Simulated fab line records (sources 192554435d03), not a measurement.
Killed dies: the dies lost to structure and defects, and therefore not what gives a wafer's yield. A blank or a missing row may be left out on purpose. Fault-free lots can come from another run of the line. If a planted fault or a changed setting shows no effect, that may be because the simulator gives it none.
What tool caused it? / flow n5-finfet / 24 wafers from 10 lots sampled at 8 of the route's 1938 steps

== WHAT EACH GAUGE READ, for each wafer ==
N5_BEOL_M4_INSPECT_13: inspects for defects (brightfield). Usual: 435 for raw-defect-count, sd 92.
lot=L747; measured=day 7 14:23; on=defect-inspect-02; raw-defect-count=421 523; flag=
lot=L749; measured=day 7 23:48; on=defect-inspect-01; raw-defect-count=495 519; flag=
lot=L756; measured=day 9 12:37; on=defect-inspect-01; raw-defect-count=340 393; flag=
lot=L757; measured=day 10 04:46; on=defect-inspect-01; raw-defect-count=460 590; flag=
lot=L762; measured=day 11 16:58; on=defect-inspect-02; raw-defect-count=444 306 399; flag=
lot=L764; measured=day 11 21:31; on=defect-inspect-02; raw-defect-count=436 387 369; flag=
lot=L763; measured=day 11 23:53; on=defect-inspect-01; raw-defect-count=387 321; flag=
lot=L765; measured=day 12 01:02; on=defect-inspect-01; raw-defect-count=403 357 386; flag=
lot=L767; measured=day 12 05:22; on=defect-inspect-02; raw-defect-count=366 385 431; flag=
lot=L770; measured=day 13 17:03; on=defect-inspect-02; raw-defect-count=721 523; flag=

N5_BEOL_M4_OVL_MEAS_29. Usual: V3_OVL 0.8 nm, standard deviation 0.59.
lot=L747; measured=day 7 15:21; on=overlay-02; V3_OVL (nm)=0.7 1.0; flag=
lot=L749; measured=day 8 00:42; on=overlay-02; V3_OVL (nm)=0.6 0.4; flag=
lot=L756; measured=day 9 13:43; on=overlay-02; V3_OVL (nm)=0.3 0.9; flag=
lot=L757; measured=day 10 05:42; on=overlay-02; V3_OVL (nm)=1.4 0.2; flag=
lot=L762; measured=day 11 17:59; on=overlay-02; V3_OVL (nm)=1.3 0.7 0.2; flag=
lot=L764; measured=day 11 22:32; on=overlay-01; V3_OVL (nm)=0.1 1.4 0.3; flag=
lot=L763; measured=day 12 00:56; on=overlay-02; V3_OVL (nm)=1.7 1.1; flag=
lot=L765; measured=day 12 01:54; on=overlay-01; V3_OVL (nm)=1.9 0.9 0.9; flag=
lot=L767; measured=day 12 06:29; on=overlay-01; V3_OVL (nm)=0.8 1.3 0.8; flag=
lot=L770; measured=day 13 18:00; on=overlay-02; V3_OVL (nm)=1.2 0.8; flag=

N5_BEOL_M4_OCD_MEAS_38. Usual: 55.8 nm for trench-depth-nm, sd 1.6.
lot=L747; measured=day 7 18:20; on=ocd-02; trench-depth-nm (nm)=56.1 56.1; flag=
lot=L749; measured=day 8 05:56; on=ocd-02; trench-depth-nm (nm)=55.1 59.0; flag=
lot=L756; measured=day 9 15:47; on=ocd-02; trench-depth-nm (nm)=19.6 18.7; flag=OFF
lot=L757; measured=day 10 09:12; on=ocd-02; trench-depth-nm (nm)=22.4 57.4; flag=OFF
lot=L762; measured=day 12 00:06; on=ocd-01; trench-depth-nm (nm)=58.3 54.6 58.2; flag=
lot=L764; measured=day 12 00:34; on=ocd-02; trench-depth-nm (nm)=57.0 58.0 54.4; flag=
lot=L763; measured=day 12 02:58; on=ocd-02; trench-depth-nm (nm)=55.5 58.4; flag=
lot=L765; measured=day 12 04:35; on=ocd-01; trench-depth-nm (nm)=55.5 57.2 58.3; flag=
lot=L767; measured=day 12 08:14; on=ocd-01; trench-depth-nm (nm)=57.8 54.6 53.1; flag=
lot=L770; measured=day 13 19:16; on=ocd-01; trench-depth-nm (nm)=55.7 56.4; flag=

N5_BEOL_M4_THK_MEAS_53: measures by xrf. Usual: M4_THK 41.4 nm, standard deviation 2.4.
lot=L747; measured=day 7 22:18; on=film-metro-01; M4_THK (nm)=43.9 40.3; flag=
lot=L749; measured=day 8 10:08; on=film-metro-02; M4_THK (nm)=40.7 44.5; flag=
lot=L756; measured=day 9 23:57; on=film-metro-01; M4_THK (nm)=- -; flag=OFF
lot=L757; measured=day 10 12:55; on=film-metro-02; M4_THK (nm)=- 42.8; flag=
lot=L762; measured=day 12 03:38; on=film-metro-01; M4_THK (nm)=46.3 40.5 44.9; flag=
lot=L764; measured=day 12 05:31; on=film-metro-02; M4_THK (nm)=41.1 40.7 37.5; flag=
lot=L763; measured=day 12 07:41; on=film-metro-02; M4_THK (nm)=38.5 41.6; flag=
lot=L765; measured=day 12 08:24; on=film-metro-02; M4_THK (nm)=39.3 42.0 46.2; flag=
lot=L767; measured=day 12 12:13; on=film-metro-01; M4_THK (nm)=43.6 38.5 39.6; flag=
lot=L770; measured=day 13 22:59; on=film-metro-01; M4_THK (nm)=40.7 40.8; flag=

N5_BEOL_M4_RC_MEAS_101. Usual: DIBL_N 36.0 mV/V, standard deviation 2; DIBL_P 35.9 mV/V, standard deviation 2.5; IOFF_N 0.16 nA/um, standard deviation 0.038; IOFF_P 0.21 nA/um, standard deviation 0.04; ION_N 675 uA/um, standard deviation 14; ION_P 462 uA/um, standard deviation 9.4; SS_N 71.5 mV/dec, standard deviation 0.75; SS_P 73.2 mV/dec, standard deviation 0.74; VT_N 250 mV, standard deviation 3.9; VT_P -251 mV, standard deviation 3.2.
lot=L747; measured=day 7 22:37; on=prober-01; DIBL_N (mV/V)=37.7 36.3; DIBL_P (mV/V)=35.8 33.6; IOFF_N (nA/um)=0.20 0.16; IOFF_P (nA/um)=0.20 0.16; ION_N (uA/um)=667 675; ION_P (uA/um)=455 452; SS_N (mV/dec)=72.2 71.1; SS_P (mV/dec)=72.8 72.4; VT_N (mV)=249 250; VT_P (mV)=-252 -255; flag=
lot=L749; measured=day 8 10:36; on=prober-01; DIBL_N (mV/V)=40.0 32.6; DIBL_P (mV/V)=37.8 30.3; IOFF_N (nA/um)=0.23 0.12; IOFF_P (nA/um)=0.28 0.18; ION_N (uA/um)=690 679; ION_P (uA/um)=468 474; SS_N (mV/dec)=72.1 69.8; SS_P (mV/dec)=74.2 72.2; VT_N (mV)=242 249; VT_P (mV)=-246 -251; flag=
lot=L757; measured=day 10 13:32; on=prober-02; DIBL_N (mV/V)=35.7; DIBL_P (mV/V)=36.2; IOFF_N (nA/um)=0.15; IOFF_P (nA/um)=0.21; ION_N (uA/um)=659; ION_P (uA/um)=460; SS_N (mV/dec)=71.7; SS_P (mV/dec)=73.8; VT_N (mV)=252; VT_P (mV)=-251; flag=
lot=L762; measured=day 12 04:15; on=prober-01; DIBL_N (mV/V)=38.6 38.6 35.6; DIBL_P (mV/V)=39.3 39.2 36.2; IOFF_N (nA/um)=0.22 0.21 0.17; IOFF_P (nA/um)=0.24 0.26 0.20; ION_N (uA/um)=685 683 696; ION_P (uA/um)=466 472 474; SS_N (mV/dec)=72.4 72.2 71.3; SS_P (mV/dec)=73.3 73.0 72.3; VT_N (mV)=248 248 248; VT_P (mV)=-251 -248 -249; flag=
lot=L764; measured=day 12 05:52; on=prober-02; DIBL_N (mV/V)=33.6 35.3 34.5; DIBL_P (mV/V)=34.1 36.7 37.0; IOFF_N (nA/um)=0.12 0.14 0.14; IOFF_P (nA/um)=0.17 0.20 0.21; ION_N (uA/um)=669 647 688; ION_P (uA/um)=457 447 473; SS_N (mV/dec)=71.5 71.2 70.9; SS_P (mV/dec)=72.7 72.7 73.6; VT_N (mV)=255 251 250; VT_P (mV)=-253 -249 -249; flag=
lot=L763; measured=day 12 08:29; on=prober-01; DIBL_N (mV/V)=34.9 39.8; DIBL_P (mV/V)=34.7 40.8; IOFF_N (nA/um)=0.13 0.25; IOFF_P (nA/um)=0.18 0.29; ION_N (uA/um)=658 683; ION_P (uA/um)=448 465; SS_N (mV/dec)=72.0 72.4; SS_P (mV/dec)=73.1 74.8; VT_N (mV)=254 242; VT_P (mV)=-253 -246; flag=
lot=L765; measured=day 12 08:45; on=prober-02; DIBL_N (mV/V)=33.8 41.3 34.4; DIBL_P (mV/V)=34.0 42.8 34.7; IOFF_N (nA/um)=0.11 0.28 0.13; IOFF_P (nA/um)=0.18 0.35 0.19; ION_N (uA/um)=664 705 673; ION_P (uA/um)=460 482 464; SS_N (mV/dec)=70.7 72.3 70.6; SS_P (mV/dec)=72.6 74.6 72.5; VT_N (mV)=254 240 252; VT_P (mV)=-251 -243 -252; flag=
lot=L767; measured=day 12 12:43; on=prober-01; DIBL_N (mV/V)=36.8 31.9 35.9; DIBL_P (mV/V)=37.8 32.6 36.6; IOFF_N (nA/um)=0.16 0.09 0.15; IOFF_P (nA/um)=0.21 0.15 0.20; ION_N (uA/um)=685 660 676; ION_P (uA/um)=465 463 468; SS_N (mV/dec)=71.4 70.5 71.2; SS_P (mV/dec)=73.6 71.4 72.9; VT_N (mV)=250 258 251; VT_P (mV)=-248 -256 -251; flag=
lot=L770; measured=day 13 23:28; on=prober-01; DIBL_N (mV/V)=38.3 39.1; DIBL_P (mV/V)=37.2 37.9; IOFF_N (nA/um)=0.19 0.21; IOFF_P (nA/um)=0.21 0.22; ION_N (uA/um)=689 679; ION_P (uA/um)=465 454; SS_N (mV/dec)=72.3 73.5; SS_P (mV/dec)=74.2 73.3; VT_N (mV)=249 246; VT_P (mV)=-253 -250; flag=

== WHICH TOOL RAN EACH LOT (tool, then ch and the chambers of the sampled wafers, then the start) ==
lot=L747; N5_BEOL_M4_HM_OPEN_17=rie-metal-01 ch 0,1, day 7 14:49; N5_BEOL_M4_ETCHBACK_99=rie-diel-04 ch 0,2, day 7 17:56; N5_BEOL_M4_ETCH_70=rie-diel-04 ch 0,2, day 7 17:58
lot=L749; N5_BEOL_M4_HM_OPEN_17=rie-metal-03 ch 1, day 8 00:05; N5_BEOL_M4_ETCHBACK_99=rie-diel-03 ch 1,3, day 8 05:32; N5_BEOL_M4_ETCH_70=rie-diel-03 ch 1,3, day 8 05:34
lot=L756; N5_BEOL_M4_HM_OPEN_17=rie-metal-03 ch 0,1, day 9 13:11; N5_BEOL_M4_ETCHBACK_99=rie-diel-04 ch 1,3, day 9 15:24; N5_BEOL_M4_ETCH_70=rie-diel-04 ch 1,3, day 9 15:26
lot=L757; N5_BEOL_M4_HM_OPEN_17=rie-metal-03 ch 0,1, day 10 05:03; N5_BEOL_M4_ETCHBACK_99=rie-diel-05 ch 1,3, day 10 08:48; N5_BEOL_M4_ETCH_70=rie-diel-05 ch 1,3, day 10 08:50
lot=L762; N5_BEOL_M4_HM_OPEN_17=rie-metal-02 ch 0,1, day 11 17:17; N5_BEOL_M4_ETCHBACK_99=rie-diel-03 ch 0,3, day 11 23:42; N5_BEOL_M4_ETCH_70=rie-diel-03 ch 0,3, day 11 23:44
lot=L764; N5_BEOL_M4_HM_OPEN_17=rie-metal-01 ch 0,1, day 11 21:51; N5_BEOL_M4_ETCHBACK_99=rie-diel-03 ch 0,2,3, day 12 00:10; N5_BEOL_M4_ETCH_70=rie-diel-03 ch 0,2,3, day 12 00:13
lot=L763; N5_BEOL_M4_HM_OPEN_17=rie-metal-01 ch 0,1, day 12 00:25; N5_BEOL_M4_ETCHBACK_99=rie-diel-03 ch 1,3, day 12 02:34; N5_BEOL_M4_ETCH_70=rie-diel-03 ch 1,3, day 12 02:37
lot=L765; N5_BEOL_M4_HM_OPEN_17=rie-metal-01 ch 0, day 12 01:22; N5_BEOL_M4_ETCHBACK_99=rie-diel-03 ch 1,2,3, day 12 04:11; N5_BEOL_M4_ETCH_70=rie-diel-03 ch 1,2,3, day 12 04:13
lot=L767; N5_BEOL_M4_HM_OPEN_17=rie-metal-01 ch 1, day 12 05:57; N5_BEOL_M4_ETCHBACK_99=rie-diel-03 ch 0,1,3, day 12 07:50; N5_BEOL_M4_ETCH_70=rie-diel-03 ch 0,1,3, day 12 07:53
lot=L770; N5_BEOL_M4_HM_OPEN_17=rie-metal-03 ch 1, day 13 17:20; N5_BEOL_M4_ETCHBACK_99=rie-diel-04 ch 2,3, day 13 18:52; N5_BEOL_M4_ETCH_70=rie-diel-04 ch 2,3, day 13 18:55
- N5_BEOL_M4_HM_OPEN_17: chemistry Cl2/BCl3, target TiN, target depth 20 nm, overetch 6 nm.
- N5_BEOL_M4_ETCHBACK_99: etches SiO2 in CHF3, target depth 5 nm, time 10.4 s.
- N5_BEOL_M4_ETCH_70: etches SOC in N2/H2, target depth 80 nm, overetch 24 nm, time 130 s.

== AS READ BY THE TOOLS THEMSELVES (means over the sampled wafers that have a number; for cases with no such wafer, the mark the record gives instead) ==
N5_BEOL_M4_HM_OPEN_17. Usual: drypump-motor-current-A 5.6 A, standard deviation 0.59; oes-product-au 0.67 a.u., standard deviation 0.085; throttle-valve-pct 22.1 %, standard deviation 0.34.
lot=L747; tool=rie-metal-01; drypump-motor-current-A (A)=5.8; oes-product-au (a.u.)=0.67; throttle-valve-pct (%)=22.2; flag=
lot=L749; tool=rie-metal-03; drypump-motor-current-A (A)=5.4; oes-product-au (a.u.)=0.80; throttle-valve-pct (%)=22.3; flag=
lot=L756; tool=rie-metal-03; drypump-motor-current-A (A)=5.7; oes-product-au (a.u.)=0.69; throttle-valve-pct (%)=22.0; flag=
lot=L757; tool=rie-metal-03; drypump-motor-current-A (A)=5.7; oes-product-au (a.u.)=0.71; throttle-valve-pct (%)=22.0; flag=
lot=L762; tool=rie-metal-02; drypump-motor-current-A (A)=5.2; oes-product-au (a.u.)=0.60; throttle-valve-pct (%)=21.9; flag=
lot=L764; tool=rie-metal-01; drypump-motor-current-A (A)=5.6; oes-product-au (a.u.)=0.61; throttle-valve-pct (%)=22.4; flag=
lot=L763; tool=rie-metal-01; drypump-motor-current-A (A)=5.8; oes-product-au (a.u.)=0.65; throttle-valve-pct (%)=22.2; flag=
lot=L765; tool=rie-metal-01; drypump-motor-current-A (A)=5.1; oes-product-au (a.u.)=0.55; throttle-valve-pct (%)=22.6; flag=
lot=L767; tool=rie-metal-01; drypump-motor-current-A (A)=6.6; oes-product-au (a.u.)=0.72; throttle-valve-pct (%)=21.9; flag=
lot=L770; tool=rie-metal-03; drypump-motor-current-A (A)=5.5; oes-product-au (a.u.)=0.73; throttle-valve-pct (%)=22.3; flag=

N5_BEOL_M4_ETCHBACK_99. Usual: drypump-motor-current-A 5.6 A, standard deviation 0.44; oes-product-au 0.83 a.u., standard deviation 0.091; rf-vpp-V 241 V, standard deviation 6.4; showerhead-plenum-p-Torr 2.15 Torr, standard deviation 0.047; throttle-valve-pct 17.06 %, standard deviation 0.17.
lot=L747; tool=rie-diel-04; drypump-motor-current-A (A)=5.2; oes-product-au (a.u.)=0.88; rf-vpp-V (V)=242; showerhead-plenum-p-Torr (Torr)=2.13; throttle-valve-pct (%)=16.96; flag=
lot=L749; tool=rie-diel-03; drypump-motor-current-A (A)=5.9; oes-product-au (a.u.)=0.88; rf-vpp-V (V)=248; showerhead-plenum-p-Torr (Torr)=2.19; throttle-valve-pct (%)=17.02; flag=
lot=L756; tool=rie-diel-04; drypump-motor-current-A (A)=5.8; oes-product-au (a.u.)=0.46; rf-vpp-V (V)=244; showerhead-plenum-p-Torr (Torr)=2.16; throttle-valve-pct (%)=17.19; flag=OFF
lot=L757; tool=rie-diel-05; drypump-motor-current-A (A)=5.5; oes-product-au (a.u.)=0.67; rf-vpp-V (V)=234; showerhead-plenum-p-Torr (Torr)=2.17; throttle-valve-pct (%)=17.31; flag=
lot=L762; tool=rie-diel-03; drypump-motor-current-A (A)=5.6; oes-product-au (a.u.)=0.89; rf-vpp-V (V)=239; showerhead-plenum-p-Torr (Torr)=2.17; throttle-valve-pct (%)=17.03; flag=
lot=L764; tool=rie-diel-03; drypump-motor-current-A (A)=5.6; oes-product-au (a.u.)=0.91; rf-vpp-V (V)=239; showerhead-plenum-p-Torr (Torr)=2.16; throttle-valve-pct (%)=16.93; flag=
lot=L763; tool=rie-diel-03; drypump-motor-current-A (A)=5.9; oes-product-au (a.u.)=0.82; rf-vpp-V (V)=247; showerhead-plenum-p-Torr (Torr)=2.17; throttle-valve-pct (%)=17.08; flag=
lot=L765; tool=rie-diel-03; drypump-motor-current-A (A)=5.7; oes-product-au (a.u.)=0.87; rf-vpp-V (V)=248; showerhead-plenum-p-Torr (Torr)=2.17; throttle-valve-pct (%)=17.00; flag=
lot=L767; tool=rie-diel-03; drypump-motor-current-A (A)=5.9; oes-product-au (a.u.)=0.85; rf-vpp-V (V)=242; showerhead-plenum-p-Torr (Torr)=2.15; throttle-valve-pct (%)=17.03; flag=
lot=L770; tool=rie-diel-04; drypump-motor-current-A (A)=5.9; oes-product-au (a.u.)=0.88; rf-vpp-V (V)=242; showerhead-plenum-p-Torr (Torr)=2.13; throttle-valve-pct (%)=16.91; flag=

N5_BEOL_M4_ETCH_70. Usual: drypump-motor-current-A 5.6 A, standard deviation 0.44; oes-product-au 0.61 a.u., standard deviation 0.061; rf-vpp-V 524.0 V, standard deviation 1.7; showerhead-plenum-p-Torr 2.55 Torr, standard deviation 0.054; throttle-valve-pct 17.86 %, standard deviation 0.24.
lot=L747; tool=rie-diel-04; drypump-motor-current-A (A)=5.2; oes-product-au (a.u.)=0.64; rf-vpp-V (V)=523.8; showerhead-plenum-p-Torr (Torr)=2.52; throttle-valve-pct (%)=17.67; flag=
lot=L749; tool=rie-diel-03; drypump-motor-current-A (A)=5.9; oes-product-au (a.u.)=0.64; rf-vpp-V (V)=524.6; showerhead-plenum-p-Torr (Torr)=2.59; throttle-valve-pct (%)=17.87; flag=
lot=L756; tool=rie-diel-04; drypump-motor-current-A (A)=5.8; oes-product-au (a.u.)=0.56; rf-vpp-V (V)=522.6; showerhead-plenum-p-Torr (Torr)=2.56; throttle-valve-pct (%)=18.12; flag=
lot=L757; tool=rie-diel-05; drypump-motor-current-A (A)=5.5; oes-product-au (a.u.)=0.58; rf-vpp-V (V)=523.2; showerhead-plenum-p-Torr (Torr)=2.56; throttle-valve-pct (%)=18.10; flag=
lot=L762; tool=rie-diel-03; drypump-motor-current-A (A)=5.6; oes-product-au (a.u.)=0.63; rf-vpp-V (V)=524.9; showerhead-plenum-p-Torr (Torr)=2.56; throttle-valve-pct (%)=17.82; flag=
lot=L764; tool=rie-diel-03; drypump-motor-current-A (A)=5.6; oes-product-au (a.u.)=0.66; rf-vpp-V (V)=524.7; showerhead-plenum-p-Torr (Torr)=2.56; throttle-valve-pct (%)=17.69; flag=
lot=L763; tool=rie-diel-03; drypump-motor-current-A (A)=5.9; oes-product-au (a.u.)=0.60; rf-vpp-V (V)=524.8; showerhead-plenum-p-Torr (Torr)=2.58; throttle-valve-pct (%)=17.94; flag=
lot=L765; tool=rie-diel-03; drypump-motor-current-A (A)=5.7; oes-product-au (a.u.)=0.63; rf-vpp-V (V)=524.5; showerhead-plenum-p-Torr (Torr)=2.58; throttle-valve-pct (%)=17.82; flag=
lot=L767; tool=rie-diel-03; drypump-motor-current-A (A)=5.9; oes-product-au (a.u.)=0.62; rf-vpp-V (V)=524.1; showerhead-plenum-p-Torr (Torr)=2.55; throttle-valve-pct (%)=17.81; flag=
lot=L770; tool=rie-diel-04; drypump-motor-current-A (A)=5.9; oes-product-au (a.u.)=0.64; rf-vpp-V (V)=522.6; showerhead-plenum-p-Torr (Torr)=2.54; throttle-valve-pct (%)=17.88; flag=

== THE ANSWER, worked out from the rows above alone ==
Rule: lot off if the mean of its wafers having a number is beyond 3 standard deviations from the usual mean. A lot without any number at a reading at which 4 lots or more have one is off too. Any other lot the step has rows for is counted as sound. Order of review: gauges by route order, followed by the tools' own readings, for which a lot's mean as printed above is used. At the first step where some lot is off, the reading lying furthest off is the one used; lots without a number count as furthest.
Off: L756, L757 (N5_BEOL_M4_OCD_MEAS_38, trench-depth-nm).
If a tool, at a process step before that reading, ran all the lots that are off and no sound lot after the first of them, it fits. Gauges at N5_BEOL_M4_OCD_MEAS_38: tried the same way as those tools. Of those tried, none fits.

== WHAT THE SIMULATOR HAD PUT IN ==
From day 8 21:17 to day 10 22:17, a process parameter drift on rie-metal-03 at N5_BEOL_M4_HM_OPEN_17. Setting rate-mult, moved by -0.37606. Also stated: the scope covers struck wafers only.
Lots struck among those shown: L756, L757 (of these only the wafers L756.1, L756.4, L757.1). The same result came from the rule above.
